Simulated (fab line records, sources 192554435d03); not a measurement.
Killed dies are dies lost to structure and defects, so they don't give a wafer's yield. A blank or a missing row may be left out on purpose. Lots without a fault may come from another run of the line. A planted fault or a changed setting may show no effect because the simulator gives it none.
A struck lot beside a sound one | flow n5_finfet | 14 steps out of a route of 1938
Sound: wafers L502.2, L502.5. Struck: wafers L510.4, L510.5, L510.6. The cause comes at the end.
At each step with rows: each side's tool, then ch and its chambers, then its first start. Under that, the readings that differ: sound wafers | struck wafers | difference of the means | sigmas: that difference in standard deviations of wafers without a fault.
alike: readings whose means differ by less than 2 such deviations, and words and numbers that are the same on both sides. not compared: withheld readings, readings that some wafer has no value for, bounds like >300 that may hide the same value, and numbers for which the record gives no deviation and whose values overlap.
The two part at a step that has a row with sigmas, a row that says differs or no value, or rows on one side only. Numbers that don't overlap but have no deviation are shown without sigmas and don't part them. A reading that every wafer of one side lacks parts them only if that side has two wafers or more.

N5_DUMMY_GATE_CMP_04: polishes a-Si.
  sound on cmp-02 ch 1,3, day 5 07:15; struck on cmp-03 ch 0,3, day 7 05:54
  alike: motor_current_A, time_to_endpoint_s
N5_DUMMY_GATE_THK_MEAS_05:
  sound on film_metro-01, day 5 07:26; struck on film_metro-01, day 7 06:07
  alike: thk_nm
then, 10 steps without rows for these wafers: N5_DUMMY_GATE_HM_DEP_06 (deposits SiNx from DCS/NH3, target thk 80 nm, time 5141 s); N5_DUMMY_GATE_PECVD_30 (deposits SiO2 from TEOS/O2, target thk 55 nm, time 10.8 s); N5_DUMMY_GATE_COAT_34 (time 60 s, resist thk 60 nm); N5_DUMMY_GATE_COAT_35 (time 60 s, resist thk 10 nm); N5_DUMMY_GATE_COAT_28 (time 60 s, resist thk 10 nm); N5_DUMMY_GATE_COAT_09 (resist thk 30 nm); N5_DUMMY_GATE_EBR_11; N5_DUMMY_GATE_SOFTBAKE_10 (time 60 s); N5_DUMMY_GATE_EXPOSE_12 (exposes mask GATE, target cd 25 nm); N5_DUMMY_GATE_PEB_13 (peb time 60 s).
N5_DUMMY_GATE_DEVELOP_14: develop time 30 s.
  sound on litho_track-03 ch 0, day 5 11:40; struck on litho_track-02, day 7 10:29
  no value came back on the struck wafers for chill_plate_temp_C (C), develop_time_s (s); on the sound wafers chill_plate_temp_C (C) reads 22.92 22.84
  reading                                         | sound     | struck     | difference | sigmas
  model.CAR-EUV_of_DUMMY_GATE_COAT_09.thk_nm (nm) | 29.6 29.6 | 29.8 30 30 | +0.3       |
N5_DUMMY_GATE_CD_MEAS_15: target cd 25.8 nm.
  sound on cd_sem-02 ch 0, day 5 11:43; struck on cd_sem-01 ch 0, day 7 10:33
  reading    | sound       | struck | difference                    | sigmas
  cd_nm (nm) | 24.40 24.95 | - - -  | no value on the struck wafers |

WHERE THEY PART
First at N5_DUMMY_GATE_DEVELOP_14; last, within this record, at N5_DUMMY_GATE_CD_MEAS_15.

WHY: what the simulator had put in
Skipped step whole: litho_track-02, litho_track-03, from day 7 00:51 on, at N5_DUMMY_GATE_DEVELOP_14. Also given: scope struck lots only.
